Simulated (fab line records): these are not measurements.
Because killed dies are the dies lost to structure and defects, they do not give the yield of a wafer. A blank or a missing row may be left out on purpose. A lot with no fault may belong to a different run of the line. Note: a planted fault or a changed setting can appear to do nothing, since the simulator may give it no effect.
Comparing a struck lot with a sound one | flow n5 finfet | 15 steps out of a route of 1938
Sound: the wafers L626.2, L626.5, L626.6. Struck: wafer L637.6 (L637.3, L637.4, from the same lot, were not struck and are left out); the cause is given at the end.
For every step that has rows: the tool of each side, followed by ch and its chambers, followed by its first start. Under that, the readings that differ: sound wafers | struck wafers | difference of the means | sigmas: that difference in standard deviations of wafers without a fault.
alike: a reading whose means differ by less than 2 such deviations, as well as words and numbers matching on both sides. not compared: withheld readings; readings where some wafer has no value; bounds like >300 that might hide an equal value; numbers whose values overlap and for which the record gives no deviation.
A row with sigmas, a row that says differs or no value, or rows on one side alone: a step with any of these is where the two part. Numbers that have no deviation but don't overlap get no sigmas and don't part them. Lack of a reading on every wafer of one side parts them only where that side has two or more wafers.

first, 3 steps without rows for these wafers: N5_BEOL_M7_EXPOSE_25 (exposes mask V6, target cd 40 nm); N5_BEOL_M7_PEB_26 (peb time 60 s); N5_BEOL_M7_DEVELOP_27 (develop time 30 s).
N5_BEOL_M7_CD_MEAS_28 targets a cd of 40 nm.
  sound on cd sem-02 ch 0, day 11 13:32; struck on cd sem-03 ch 0, day 14 22:05
  alike: cd nm
N5_BEOL_M7_OVL_MEAS_29:
  sound on overlay-02 ch 0, day 11 13:34; struck on overlay-01 ch 0, day 14 22:07
  alike: V6_OVL
N5_BEOL_M7_INSPECT_30: inspects for defects (brightfield).
  sound: defect inspect-02 at day 11 13:37; struck: defect inspect-01 at day 14 22:10
  alike: raw defect count
N5_BEOL_M7_DESCUM_33: chemistry O2, time 7 s.
  sound on rie diel-04 ch 0,3, day 11 13:49; struck on rie diel-04 ch 3, day 14 22:12
  alike: drypump motor current A, oes product au, rf vpp V, showerhead plenum p Torr, throttle valve pct
  not compared: rf hours counter h
N5_BEOL_M7_ETCH_72: etches underlayer in N2/H2, target depth 6.5 nm, time 5.2 s.
  sound on rie diel-04 ch 0,3, day 11 13:51; struck on rie diel-04 ch 3, day 14 22:14
  alike: bias w, drypump motor current A, etch rf on time s, oes product au, rf vpp V, showerhead plenum p Torr, throttle valve pct
  not compared: rf hours counter h
N5_BEOL_M7_ETCH_65: etches SiARC in CF4, target depth 15.6 nm, time 26 s.
  sound on rie diel-04 ch 0,3, day 11 13:52; struck on rie diel-04 ch 3, day 14 22:15
  alike: bias w, cf4 flow sccm, drypump motor current A, etch rf on time s, oes product au, rf vpp V, showerhead plenum p Torr, throttle valve pct
  not compared: rf hours counter h
N5_BEOL_M7_ETCH_66: etches SOC in N2/H2, target depth 80 nm, overetch 16 nm, time 120 s.
  sound on rie diel-04 ch 0,3, day 11 13:53; struck on rie diel-04 ch 3, day 14 22:17
  alike: bias w, drypump motor current A, oes product au, rf vpp V, run length s, showerhead plenum p Torr, throttle valve pct
  not compared: rf hours counter h
then, 2 steps without rows for these wafers: N5_BEOL_M7_STRIP_69 (strips in N2/H2); N5_BEOL_M7_STRIP_73 (strips in N2/H2).
N5_BEOL_M7_VIA_ETCH_34: etches SiCOH lowk in C4F6/O2, target depth 125.5 nm, time 50.5 s.
  sound on rie diel-04 ch 0,3, day 11 13:59; struck on rie diel-04 ch 3, day 14 22:23
  reading                                  | sound             | struck | difference | sigmas
  bias w (W)                               | 185.1 185.5 185.2 | 183.6  | -1.7       | -3
  run length s (s)                         | 73.5 73.5 74.4    | 90.4   | +16.6      | +35
  model.etch.depth nm (nm)                 | 125.9 125.3 125.1 | 167.6  | +42.2      |
  model.SOC_of_BEOL_M7_COAT_63.thk nm (nm) | 54 54.2 53.8      | 51.8   | -2.2       |
  alike: drypump motor current A, oes_o_777_au, oes product au, rf vpp V, showerhead plenum p Torr, throttle valve pct
  not compared: rf hours counter h, model.BEOL_M7.cd nm
then, 1 step without rows for these wafers: N5_BEOL_M7_STRIP_76 (strips in C4F6/O2).
-- here the record skips 3 days between the struck wafers' starts before and after, leaving off in module BEOL_M7 and picking up in module PASSIVATION (first step shown: number 1936 of the route) --
N5_PASSIVATION_PROBE_49:
  sound: prober-01 at day 14 20:22; struck: prober-01 at day 17 23:17
  alike: defect limited yield, killed_at_M0_to_M3, killed_at_M4_up, killed at contacts, killed at front end, killed at other, killed dies, killed open, killed short, sort_bin_5_function, sort_bin_6_memory, sort n pass, sort yield pct

WHERE THEY PART
Only at N5_BEOL_M7_VIA_ETCH_34, within this record. Later steps at which nothing parts them and some readings are alike: N5_PASSIVATION_PROBE_49.

WHY: what the simulator had put in
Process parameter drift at N5_BEOL_M7_VIA_ETCH_34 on rie diel-04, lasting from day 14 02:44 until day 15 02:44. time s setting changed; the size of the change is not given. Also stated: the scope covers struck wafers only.
